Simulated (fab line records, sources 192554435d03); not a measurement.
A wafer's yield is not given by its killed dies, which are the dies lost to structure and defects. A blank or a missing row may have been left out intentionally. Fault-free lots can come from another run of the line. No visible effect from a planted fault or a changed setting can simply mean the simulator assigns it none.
Chamber matching + flow n5Finfet + rieDiel-06 running N5_MOL_CONTACT_COAG_ETCH_65: 4 sister chambers
The step etches underlayer in N2/H2, target depth 13 nm, time 10.4 s. 20 wafers are shown with their chamber, then 10 later ones without.

WAFERS WITH THEIR CHAMBER
| wafer  | chamber | showerheadPlenumPTorr (Torr) | drypumpMotorCurrentA (A) | throttleValvePct (%) |
|--------|---------|------------------------------|--------------------------|----------------------|
| L074.4 | 1       | 2.47                         | 6.7                      | 17.96                |
| L074.5 | 0       | 2.72                         | 5.3                      | 17.75                |
| L074.6 | 1       | 2.47                         | 6.6                      | 17.97                |
| L082.1 | 3       | 2.67                         | 5.1                      | 17.61                |
| L082.4 | 2       | 2.71                         | 5.4                      | 17.85                |
| L082.6 | 0       | 2.72                         | 5.3                      | 17.75                |
| L083.1 | 3       | 2.67                         | 5.1                      | 17.62                |
| L083.2 | 0       | 2.72                         | 5.3                      | 17.77                |
| L083.5 | 3       | 2.67                         | 5.1                      | 17.57                |
| L085.2 | 2       | 2.70                         | 5.5                      | 17.86                |
| L085.5 | 0       | 2.72                         | 5.3                      | 17.77                |
| L085.6 | 3       | 2.67                         | 5.1                      | 17.59                |
| L090.3 | 3       | 2.66                         | 5.2                      | 17.63                |
| L090.5 | 2       | 2.70                         | 5.4                      | 17.89                |
| L090.6 | 3       | 2.66                         | 5.2                      | 17.61                |
| L091.1 | 3       | 2.66                         | 5.2                      | 17.61                |
| L091.4 | 1       | 2.46                         | 6.6                      | 18.02                |
| L091.5 | 1       | 2.46                         | 6.7                      | 18.02                |
| L092.1 | 0       | 2.71                         | 5.3                      | 17.78                |
| L092.3 | 1       | 2.46                         | 6.7                      | 18.02                |

SIGNATURES (means of the wafers above)
| reading               | chamber 0 | chamber 1 | chamber 2 | chamber 3 | scatter within a chamber |
|-----------------------|-----------|-----------|-----------|-----------|--------------------------|
| showerheadPlenumPTorr | 2.7180    | 2.4640    | 2.7033    | 2.6657    | 0.00523                  |
| drypumpMotorCurrentA  | 5.300     | 6.660     | 5.433     | 5.143     | 0.0473                   |
| throttleValvePct      | 17.7640   | 17.9980   | 17.8667   | 17.6057   | 0.0218                   |
Rule: a wafer's distance from a chamber is the root of the sum, over the readings, of the square of ((its reading less the chamber's mean) divided by the reading's scatter). If the next closest chamber is less than 2 further off than the closest, the wafer can't be placed; otherwise it belongs to the closest. The scatter: the root of (the sum of the squares of (reading less its chamber's mean) over the shown wafers, divided by (wafers less chambers)).

WAFERS WITHOUT THEIR CHAMBER
| wafer  | showerheadPlenumPTorr (Torr) | drypumpMotorCurrentA (A) | throttleValvePct (%) |
|--------|------------------------------|--------------------------|----------------------|
| L092.6 | 2.66                         | 5.2                      | 17.61                |
| L093.2 | 2.45                         | 6.7                      | 18.02                |
| L093.4 | 2.71                         | 5.3                      | 17.78                |
| L093.6 | 2.66                         | 5.2                      | 17.61                |
| L094.1 | 2.45                         | 6.7                      | 18.03                |
| L094.2 | 2.70                         | 5.4                      | 17.89                |
| L094.6 | 2.71                         | 5.3                      | 17.81                |
| L096.1 | 2.45                         | 6.6                      | 18.04                |
| L096.2 | 2.69                         | 5.4                      | 17.89                |
| L096.6 | 2.66                         | 5.1                      | 17.63                |

WHICH CHAMBER EACH ONE RAN IN
| wafer  | from the rows above     | in truth |
|--------|-------------------------|----------|
| L092.6 | 3                       | 3        |
| L093.2 | 1                       | 1        |
| L093.4 | 0                       | 0        |
| L093.6 | 3                       | 3        |
| L094.1 | 1                       | 1        |
| L094.2 | 2                       | 2        |
| L094.6 | can't be placed: 0 or 2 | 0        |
| L096.1 | 1                       | 1        |
| L096.2 | 2                       | 2        |
| L096.6 | 3                       | 3        |
Placed correctly: 9 of 10. Cannot be placed on the basis of these rows: 1; the candidates contain the true chamber in 1. 0 placed wrongly.
